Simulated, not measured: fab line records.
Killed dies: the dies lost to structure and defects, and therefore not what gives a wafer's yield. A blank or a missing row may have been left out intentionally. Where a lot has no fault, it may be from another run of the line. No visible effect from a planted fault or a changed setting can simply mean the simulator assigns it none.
The tool behind it: which one?    flow nand harc    Sampling: 6 lots, 18 wafers, 2 of 1159 route steps

== WHAT THE GAUGES SHOWED, per wafer ==
NHARC_P_BONDPAD_THK_MEAS_20: measures by xrf.
lot   measured      on             thk nm (nm)
L391  day 6 23:28   film metro-01  160.1 159.7 157.6
L394  day 7 21:38   film metro-02  159.5 160.3 160.0
L398  day 8 21:52   film metro-01  157.4 160.9 161.8
L402  day 9 12:59   film metro-01  161.2 163.2 160.6
L403  day 9 22:12   film metro-02  161.3 161.7 163.0
L405  day 10 14:48  film metro-02  160.7 160.8 162.0

== TOOL THAT RAN EACH LOT (tool first, then ch and the chambers of the sampled wafers, then the start) ==
lot   NHARC_P_BONDPAD_PVD_17
L391  pvd sputter-03, day 6 23:28 or earlier
L394  pvd sputter-03, day 7 21:38 or earlier
L398  pvd sputter-03, day 8 21:52 or earlier
L402  pvd sputter-02, day 9 12:59 or earlier
L403  pvd sputter-01, day 9 22:12 or earlier
L405  pvd sputter-01, day 10 14:48 or earlier
- NHARC_P_BONDPAD_PVD_17: deposits TaN, target thk 5 nm, time 8.06 s.

== THE ANSWER, worked out from the rows above alone ==
Rule: the lots themselves supply what counts as usual. Put in order of their means at a reading, lots are off if they are a third of the lots or fewer, leave a main group of 4 or more, and stand apart from it by a gap of 3 or more times the standard deviation of the main group's means; of several such gaps the widest counts. The tables above print the reading to a certain number of digits; a main group whose means all agree to those digits is not used. Also off: a lot with no number at a reading for which 4 or more lots have one. The other lots that the step has rows for count as sound.
Across all readings shown, no lot is off: no conclusion can be drawn from this.

== WHAT THE SIMULATOR PUT IN ==
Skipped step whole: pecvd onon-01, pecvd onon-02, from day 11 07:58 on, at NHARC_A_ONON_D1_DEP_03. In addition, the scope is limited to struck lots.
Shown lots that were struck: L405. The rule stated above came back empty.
